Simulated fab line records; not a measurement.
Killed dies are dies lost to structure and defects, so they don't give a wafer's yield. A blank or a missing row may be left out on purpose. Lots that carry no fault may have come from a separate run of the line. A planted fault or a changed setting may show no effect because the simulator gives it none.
A lot that was struck, set against a sound lot	flow n5 finfet	36 steps out of a route of 1938
Sound: wafers L758.3, L758.5, L758.6. Struck: wafer L763.4 (L763.1, L763.2, from the same lot, were not struck and are left out); the cause is given at the end.
Order at every step that has rows: each side's tool, ch and its chambers, its first start. Under that, the readings that differ: sound wafers	struck wafers	difference of the means	sigmas: that difference in standard deviations of wafers without a fault.
alike: words and numbers the same on both sides, and readings whose means are apart by under 2 such deviations; not compared: readings that were withheld, readings missing a value for some wafer, numbers with overlapping values and no deviation given by the record, and bounds like >300 which may hide the same value.
Wherever a step has rows on one side only, a row that says differs or no value, or a row with sigmas, the two part there. Numbers that don't overlap but have no deviation are shown without sigmas and don't part them. A reading that every wafer of one side lacks parts them only if that side has two wafers or more.

first, 9 steps without rows for these wafers: N5_BEOL_M4_ANNEAL_95 (time 240 s); N5_BEOL_M4_SPUTTER_96 (material Cu, target thk 4.5 nm, time 8.29 s); N5_BEOL_M4_ECD_50 (material Cu, target thk 300 nm); N5_BEOL_M4_ANNEAL_51 (time 90 s); N5_BEOL_M4_CMP_52 (polishes, stops on SiOC, t overpolish 6.8 s, target thk 40 nm); N5_BEOL_M4_PRE_CLEAN_60 (time 15 s); N5_BEOL_M4_CO_CAP_55 (material Co, precursor CCTBA/H2, target thk 2 nm, time 102.1 s); N5_BEOL_M4_PRE_CLEAN_56 (time 15 s); N5_BEOL_M4_DEP_57 (deposits SiCN from 3MS/NH3, target thk 8 nm, time 14 s).
N5_BEOL_M4_RC_MEAS_101:
  sound on prober-01 ch 0, day 8 15:12; struck on prober-02 ch 0, day 9 16:01
reading	sound	struck	difference	sigmas
IOFF_N (nA/um)	0.10 0.14 0.15	0.25	+0.12	+3
IOFF_P (nA/um)	0.14 0.18 0.19	0.34	+0.17	+4
ION_N (uA/um)	651 665 673	701	+38	+3
ION_P (uA/um)	443 455 457	479	+27	+3
SS_N (mV/dec)	70.8 71.1 71.2	72.3	+1.3	+2
SS_P (mV/dec)	72.1 73.1 72.5	74.2	+1.6	+3
VT_N (mV)	255 250 253	242	-11	-3
VT_P (mV)	-257 -256 -254	-241	+15	+4
  alike: DIBL_N, DIBL_P
then, 24 steps without rows for these wafers: N5_BEOL_M5_ILD_DEP_00 (deposits SiCOH lowk from DEMS/porogen, target thk 140.64 nm, time 25.9 s); N5_BEOL_M5_CURE_79 (cures SiCOH lowk, time 240 s); N5_BEOL_M5_PECVD_70 (deposits SiO2 from TEOS/O2, target thk 16 nm, time 18 s); N5_BEOL_M5_HM_DEP_02 (deposits TiN, target thk 20 nm); N5_BEOL_M5_COAT_59 (time 60 s, resist thk 60 nm); N5_BEOL_M5_COAT_60 (time 60 s, resist thk 12 nm); N5_BEOL_M5_COAT_71 (time 60 s, resist thk 5 nm); N5_BEOL_M5_COAT_05 (resist thk 30 nm); N5_BEOL_M5_EBR_07; N5_BEOL_M5_SOFTBAKE_06 (time 60 s); N5_BEOL_M5_EXPOSE_08 (exposes mask M5, target cd 28 nm); N5_BEOL_M5_PEB_09 (peb time 60 s); N5_BEOL_M5_DEVELOP_10 (develop time 30 s); N5_BEOL_M5_DESCUM_16 (chemistry O2, time 7 s); N5_BEOL_M5_ETCH_72 (etches underlayer in N2/H2, target depth 6.5 nm, time 5.2 s); N5_BEOL_M5_ETCH_61 (etches SiARC in CF4, target depth 15.6 nm, time 26 s); N5_BEOL_M5_ETCH_62 (etches SOC in N2/H2, target depth 75 nm, overetch 15 nm, time 112.5 s); N5_BEOL_M5_STRIP_63 (strips in N2/H2); N5_BEOL_M5_STRIP_73 (strips in N2/H2); N5_BEOL_M5_STRIP_64 (strips in CF4); N5_BEOL_M5_HM_OPEN_17 (chemistry Cl2/BCl3, target TiN, target depth 20 nm, overetch 6 nm); N5_BEOL_M5_STRIP_19 (strips in O2); N5_BEOL_M5_COAT_65 (time 60 s, resist thk 60 nm); N5_BEOL_M5_COAT_66 (time 60 s, resist thk 12 nm).
-- the record jumps here: 4 days lie between the struck wafers' starts before and after (it left off in module BEOL_M5 and takes up again in module MIM_TOP, whose first step shown is number 1838 of the route) --
N5_MIM_TOP_SPUTTER_03: material TiN, target thk 35 nm, time 89.7 s.
  sound on pvd sputter-03, day 12 04:32; struck on pvd sputter-03, day 13 19:11
reading	sound	struck	difference	sigmas
cathode dc power W (W)	3000.5 3000.2 2999.1	3428.2	+428.3	+99 or more
model.TiN_of_MIM_TOP_SPUTTER_03.thk nm (nm)	35.4 35.4 36	40.4	+4.8	
  alike: throttle valve pct
N5_PASSIVATION_PROBE_49:
  the record has rows for the struck wafers here (prober-02, day 14 05:50) and none for the sound ones

## WHERE THEY PART
At N5_BEOL_M4_RC_MEAS_101 first; at N5_PASSIVATION_PROBE_49 last (within this record only).

WHY: what had been put in by the simulator
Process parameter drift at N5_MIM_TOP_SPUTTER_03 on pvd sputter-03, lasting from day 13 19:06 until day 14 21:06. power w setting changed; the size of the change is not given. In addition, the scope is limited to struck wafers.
